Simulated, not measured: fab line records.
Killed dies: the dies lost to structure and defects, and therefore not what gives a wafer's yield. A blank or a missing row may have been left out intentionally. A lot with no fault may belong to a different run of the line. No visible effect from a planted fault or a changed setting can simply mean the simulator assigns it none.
Matching of chambers ; flow nand-harc ; 4 sister chambers for NHARC_P_CONTACT_ETCH_35 on rie-diel-09
The step etches the open film in CF4, target depth 39 nm, time 65 s. 4 wafers are shown with their chamber, then 7 later ones without.

== EACH WAFER AND ITS CHAMBER ==
wafer;chamber;drypump-motor-current-A (A)
L085.2;1;5.1
L085.3;3;6.5
L091.2;2;5.1
L091.3;0;5.6

== WAFERS WITH NO CHAMBER GIVEN ==
wafer;drypump-motor-current-A (A)
L091.4;5.1
L092.1;5.0
L092.2;5.1
L092.5;5.6
L093.2;5.7
L093.4;5.1
L093.5;5.1

== WHICH CHAMBER EACH WENT THROUGH ==
wafer;from the rows above;in truth
L091.4;can't be placed: 1 or 2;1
L092.1;can't be placed: 1 or 2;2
L092.2;can't be placed: 1 or 2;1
L092.5;0;0
L093.2;0;0
L093.4;can't be placed: 1 or 2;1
L093.5;can't be placed: 1 or 2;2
Correct placement for 2 of the 7. Can't be placed from these rows: 5 (the true chamber is among the candidates in 5). 0 placed wrongly.
How it was worked out, from the rows above alone: a wafer's distance from a chamber is the root of the sum, over the readings, of the square of ((its reading less the chamber's mean) divided by the reading's scatter). The wafer belongs to the nearest chamber; if the next one is less than 2 further off, it can't be placed. A chamber's mean is the mean of its shown wafers. The scatter: root of mean squared gap, hidden wafer to nearest shown wafer, with one shown wafer a chamber.
